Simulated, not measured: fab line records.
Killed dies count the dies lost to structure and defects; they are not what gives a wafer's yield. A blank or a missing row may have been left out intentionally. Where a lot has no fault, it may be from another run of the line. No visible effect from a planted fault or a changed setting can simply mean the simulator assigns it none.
A lot that was struck, set against a sound lot ; flow n5_finfet ; 36 steps out of a route of 1938
Sound: wafers L932.1, L932.3, L932.5. Wafers struck: L915.2, L915.3, L915.4. The cause is given at the end.
Per side, at each step with rows, come the tool, then ch with its chambers, and then its first start. Under that, the readings that differ: sound wafers ; struck wafers ; difference of the means ; sigmas: that difference in standard deviations of wafers without a fault.
alike: readings whose means differ by less than 2 such deviations, and words and numbers that are the same on both sides. not compared: withheld readings, readings that some wafer has no value for, bounds like >300 that may hide the same value, and numbers for which the record gives no deviation and whose values overlap.
Wherever a step has rows on one side only, a row that says differs or no value, or a row with sigmas, the two part there. Numbers that have no deviation but don't overlap get no sigmas and don't part them. A reading that every wafer of one side lacks parts them only if that side has two wafers or more.

first, 9 steps without rows for these wafers: N5_SD_EPI_P_COAT_35 (time 60 s, resist thk 35 nm); N5_SD_EPI_P_COAT_03 (resist thk 150 nm); N5_SD_EPI_P_EBR_05; N5_SD_EPI_P_SOFTBAKE_04 (time 60 s); N5_SD_EPI_P_EXPOSE_06 (exposes mask SD P BLK, target cd 240 nm); N5_SD_EPI_P_PEB_07 (peb time 60 s); N5_SD_EPI_P_DEVELOP_08 (develop time 30 s); N5_SD_EPI_P_DESCUM_14 (chemistry O2, time 7.9 s); N5_SD_EPI_P_ETCH_36 (etches SiARC in CF4, target depth 45.5 nm, time 75.8 s).
N5_SD_EPI_P_ETCH_37: etches SOC in N2/H2, overetch 108 nm, time 486 s.
  sound on rie_diel-01 ch 0,1, day 9 05:12; struck on rie_diel-06 ch 0,1,2, day 4 16:55
reading;sound;struck;difference;sigmas
model.SD_EPI_P.cd_nm (nm);240 240.6 239.2;234.2 233.4 234.6;-5.9;
model.SiARC_of_SD_EPI_P_COAT_35.thk_nm (nm);19.4 19.6 19.4;23.4 23.4 23.2;+3.9;
  alike: drypump_motor_current_A, oes_product_au, rf_vpp_V, showerhead_plenum_p_Torr, throttle_valve_pct
  not compared: rf_hours_counter_h
then, 1 step without rows for these wafers: N5_SD_EPI_P_STRIP_38 (strips in N2/H2).
N5_SD_EPI_P_ETCHBACK_46: etches SiNx in CH3F/O2, stops on SiO2, target depth 17.5 nm.
  sound on rie_diel-01 ch 0,1, day 9 05:32; struck on rie_diel-06 ch 0,1,2, day 4 17:15
reading;sound;struck;difference;sigmas
oes_product_au (a.u.);0.62 0.59 0.62;0.28 0.28 0.35;-0.31;-5
  alike: drypump_motor_current_A, oes_f_703_au, rf_vpp_V, showerhead_plenum_p_Torr, throttle_valve_pct
  not compared: rf_hours_counter_h
then, 1 step without rows for these wafers: N5_SD_EPI_P_ETCH_47 (etches SiOCN in CH3F/O2, target depth 25 nm).
N5_SD_EPI_P_ETCH_16: etches SiO2 in CHF3/O2, target depth 5 nm.
  sound on rie_diel-01 ch 0,1, day 9 05:44; struck on rie_diel-06 ch 0,1,2, day 4 17:27
reading;sound;struck;difference;sigmas
model.SiARC_of_SD_EPI_P_COAT_35.thk_nm (nm);11.4 11.6 11.2;15.4 15.6 15;+3.9;
  alike: drypump_motor_current_A, oes_f_703_au, oes_product_au, rf_vpp_V, showerhead_plenum_p_Torr, throttle_valve_pct
  not compared: rf_hours_counter_h
then, 1 step without rows for these wafers: N5_SD_EPI_P_STRIP_50 (strips in CHF3/O2).
N5_SD_EPI_P_SD_RECESS_17: chemistry HBr/Cl2/O2, target depth 39.1 nm, bt time 3 s.
  sound on rie_si-04 ch 0,1,3, day 9 05:48; struck on rie_si-04 ch 1,2,3, day 4 17:31
reading;sound;struck;difference;sigmas
model.SD_EPI_P.cd_nm (nm);240 240.4 239.2;234 233.2 234.4;-6;
  alike: drypump_motor_current_A, oes_product_au, throttle_valve_pct
  not compared: rf_hours_counter_h
then, 18 steps without rows for these wafers: N5_SD_EPI_P_WET_ETCH_45 (etches SiO2 in dHF, time 10.7 s, target depth 2 nm, rinse time 30 s); N5_SD_EPI_P_STRIP_40 (strips in N2/H2); N5_SD_EPI_P_PRECLEAN_52 (cleans in O3/DIW, time 60 s); N5_SD_EPI_P_SRD_20 (time 30 s); N5_SD_EPI_P_PRECLEAN_51 (cleans in NF3:NH3, afs cycles 1, time 20 s, sublimation time 60 s); N5_SD_EPI_P_VAPOR_ETCH_44 (etches SiGe30 in NF3/Ar, time 3.3 s); N5_SD_EPI_P_EPI_21 (deposits SiGe:B, time 355 s); N5_SD_EPI_P_HM_STRIP_48 (strips SiNx in H3PO4, material SiNx, target depth 3 nm); N5_SD_EPI_P_SRD_49 (time 30 s); N5_SD_EPI_P_PRECLEAN_24 (cleans in O3/DIW, time 45 s); N5_SD_EPI_P_PRECLEAN_32 (cleans in dHF, time 10 s); N5_SD_EPI_P_PRECLEAN_33 (cleans in SC2, time 45 s); N5_SD_EPI_P_SRD_25 (time 30 s); N5_SD_ACTIVATION_RTA_00 (time 0 s); N5_SD_ACTIVATION_LSA_01 (time 0.0008 s); N5_ILD0_LINER_00 (material SiNx, target thk 4 nm, pulse time 1 s, purge time 2 s); N5_ILD0_FCVD_FILL_01 (material SiO2 flowable, target thk 200 nm, time 328.3 s); N5_ILD0_CURE_02 (time 1800 s).
N5_BEOL_M4_RC_MEAS_101:
  the record has rows for the sound wafers here (prober-01 ch 0, day 14 15:42) and none for the struck ones
-- record jumps: 10 days separate the struck wafers' starts on either side; left off in module BEOL_M4, taken up again in module PASSIVATION, whose first shown step is the route's number 1936 --
N5_PASSIVATION_PROBE_49:
  record: rows for the struck wafers here (prober-02, day 14 13:02), none for the sound ones

## WHERE THEY PART
At N5_SD_EPI_P_ETCHBACK_46 first; at N5_PASSIVATION_PROBE_49 last (within this record only).

WHY: what had been put in by the simulator
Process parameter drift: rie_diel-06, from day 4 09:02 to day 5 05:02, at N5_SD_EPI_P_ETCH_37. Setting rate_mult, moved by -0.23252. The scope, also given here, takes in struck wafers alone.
